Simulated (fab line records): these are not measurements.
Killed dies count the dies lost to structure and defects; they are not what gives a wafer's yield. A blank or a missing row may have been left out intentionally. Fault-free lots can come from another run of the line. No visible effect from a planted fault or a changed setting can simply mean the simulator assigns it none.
A single fault, viewed from 2 desks ; flow nand-harc ; every desk sees just its own numbers, and what lay behind them comes last

THE DEFECT DESK
Per lot, the means of the sampled wafers with a number show what the inspections along the route counted. A lot is out of limits, marked OUT, if its mean lies more than 4 standard deviations from the usual mean; the brackets give that distance.
Columns: A = raw-defect-count at NHARC_A_CHANNEL_FILL_D1_INSPECT_13, usual 333
lot;first seen here;A
L403;day 10 22:37;297
L404;day 10 22:38;267
L405;day 11 13:44;371
L406;day 12 09:02;399
L411;day 14 04:44;248
L412;day 14 15:55;324
L413;day 14 15:55;367
L418;day 17 03:34;450
L419;day 17 13:00;568
L420;day 18 12:08;288
L422;day 19 03:21;283
L425;day 19 17:05;501
L424;day 19 17:08;315
Result from this desk: across the 13 lots, nothing is out of limits.

THE METROLOGY DESK
Lot by lot, what the gauges showed, no matter which tool ran the lot: averages of those sampled wafers that carry a number. A lot is out of limits, marked OUT, if its mean lies more than 4 standard deviations from the usual mean; the brackets give that distance.
Columns: A = thk-nm at NHARC_A_ONON_D2_THK_MEAS_02, usual 1002 nm
lot;first seen here;A
L404;day 12 11:05;1004
L403;day 12 11:26;1012
L405;day 13 07:31;986
L406;day 13 19:14;1006
L411;day 15 19:38;366 (-64) OUT
L413;day 16 01:53;1000
L412;day 16 01:53;380 (-62) OUT
L418;day 18 23:52;1010
L419;day 19 06:22;1007
L420;day 20 02:01;1000
L422;day 20 13:28;1002
L425;day 21 01:55;991
L424;day 21 02:02;1010
This desk finds L411, L412 out of limits, L411 being first, at day 15 19:38 (thk-nm at NHARC_A_ONON_D2_THK_MEAS_02). Within limits: L404, L403, L405, L406, L413, L418, L419, L420, L422, L425, L424.

BROUGHT TOGETHER
The metrology desk could have raised an alarm at day 15 19:38, on L411, L412.
The defect desk saw nothing out of limits.
The defect desk has L411, L412 on record, within its limits.
Of the lots named, all ran NHARC_A_ONON_D2_DEP_00 on pecvd-onon-04.

WHAT WAS PUT IN BY THE SIMULATOR
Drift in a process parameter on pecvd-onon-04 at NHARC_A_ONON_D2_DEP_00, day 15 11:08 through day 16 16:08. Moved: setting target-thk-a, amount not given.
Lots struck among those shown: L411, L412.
Delay in hours, fault start to first out-of-limits reading, per desk: metrology desk 8.
